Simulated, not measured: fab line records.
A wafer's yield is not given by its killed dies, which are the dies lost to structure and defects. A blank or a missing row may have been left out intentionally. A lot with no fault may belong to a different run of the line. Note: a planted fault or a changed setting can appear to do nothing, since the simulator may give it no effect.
Split-lot trial | flow n5 finfet | 21 wafers read from 7 lots, route of 1938 steps

## ABOUT THE SPLIT
At N5_BEOL_M9_HM_DEP_02 (deposits TiN, target thk 20 nm), the setting target thk a was moved away from the recipe's 200 angstrom on 5 of the 21 wafers read, by -9.3% to +10.6%. For the rest of the wafers, this setting stayed at what the recipe calls for.

The split's own step is where the reading is taken.

## THE READING
TiN_of_BEOL_M9_HM_DEP_02.thk nm (the simulator's own value, which no gauge read), in nm, at N5_BEOL_M9_HM_DEP_02 (deposits TiN, target thk 20 nm). The file does not state a usual value for it. Across the 16 wafers here that went through the recipe, the average is 19.8 nm and the standard deviation 0.16 nm.

wafer  | tool, chamber at the split | target thk a as run, angstrom | against the recipe | TiN_of_BEOL_M9_HM_DEP_02.thk nm, nm | against lot-mates on the recipe
L077.2 | pvd sputter-03, -          | 200                           | recipe             | 20                                  | -
L077.3 | pvd sputter-03, -          | 200                           | recipe             | 19.8                                | -
L077.4 | pvd sputter-03, -          | 216.1                         | +8.1%              | 21.8                                | +1.9
L082.1 | pvd sputter-01, -          | 200                           | recipe             | 19.6                                | -
L082.2 | pvd sputter-01, -          | 200                           | recipe             | 19.6                                | -
L082.3 | pvd sputter-01, -          | 200                           | recipe             | 19.8                                | -
L084.4 | pvd sputter-03, -          | 217.5                         | +8.7%              | 21.8                                | +1.7
L084.5 | pvd sputter-03, -          | 200                           | recipe             | 20                                  | -
L084.6 | pvd sputter-03, -          | 200                           | recipe             | 20.2                                | -
L083.1 | pvd sputter-03, -          | 200                           | recipe             | 19.8                                | -
L083.2 | pvd sputter-03, -          | 200                           | recipe             | 19.8                                | -
L083.6 | pvd sputter-03, -          | 200                           | recipe             | 19.8                                | -
L085.1 | pvd sputter-02, -          | 200                           | recipe             | 19.8                                | -
L085.3 | pvd sputter-02, -          | 200                           | recipe             | 19.8                                | -
L085.5 | pvd sputter-02, -          | 200                           | recipe             | 19.6                                | -
L087.1 | pvd sputter-02, -          | 200                           | recipe             | 19.8                                | -
L087.4 | pvd sputter-02, -          | 181.3                         | -9.3%              | 18                                  | -1.8
L087.5 | pvd sputter-02, -          | 181.3                         | -9.3%              | 18                                  | -1.8
L096.3 | pvd sputter-01, -          | 200                           | recipe             | 19.8                                | -
L096.4 | pvd sputter-01, -          | 221.2                         | +10.6%             | 22.2                                | +2.3
L096.5 | pvd sputter-01, -          | 200                           | recipe             | 20                                  | -

FIT RESULTS
A straight line over all 21 wafers: TiN_of_BEOL_M9_HM_DEP_02.thk nm changes by +0.215 nm for each +1% of target thk a; r = +0.99; the points scatter about the line by 0.16 nm.
The same after taking each lot's own level away (the mean of its wafers on the recipe; 21 wafers): +0.205 nm for each +1%; r = +0.99; scatter 0.11 nm.
On that fit, the largest move of target thk a shifts the reading by 2.2 nm.
Across the lots, their own levels run from 19.67 to 20.10 nm, a range of 2.8 times the standard deviation given above.
Consequently the slope shifts little with the lot-to-lot level, the two slopes agreeing.
Check: for one of the wafers moved furthest among these (+10.6%), held out of the fit, the line's prediction against its lot-mates is +2.16 nm. Against them it came out at +2.3 nm.

## THE OTHER SPLITS THESE WAFERS WENT THROUGH
These wafers also went through other splits before the reading. Each is held against what the fit with the lots' levels taken away leaves over:
other split on the same wafers | wafers away from the commonest value | r with TiN_of_BEOL_M9_HM_DEP_02.thk nm (lot level and that fit taken away)
N5_BEOL_M2_ILD_DEP_00 time s   | 7                                    | -0.32
N5_BEOL_M3_ILD_DEP_00 time s   | 4                                    | +0.01
N5_BEOL_M4_COAT_68 spin rpm    | 9                                    | -0.07
N5_BEOL_M4_EXPOSE_25 dose mj   | 5                                    | +0.11
N5_BEOL_M5_COAT_74 spin rpm    | 4                                    | -0.43
N5_BEOL_M5_COAT_22 spin rpm    | 12                                   | +0.29
N5_BEOL_M6_COAT_22 spin rpm    | 5                                    | -0.18

## THE FILE'S OWN FIT
TiN_of_BEOL_M9_HM_DEP_02.thk nm changes by +0.209 nm for each +1% of target thk a, r = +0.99.
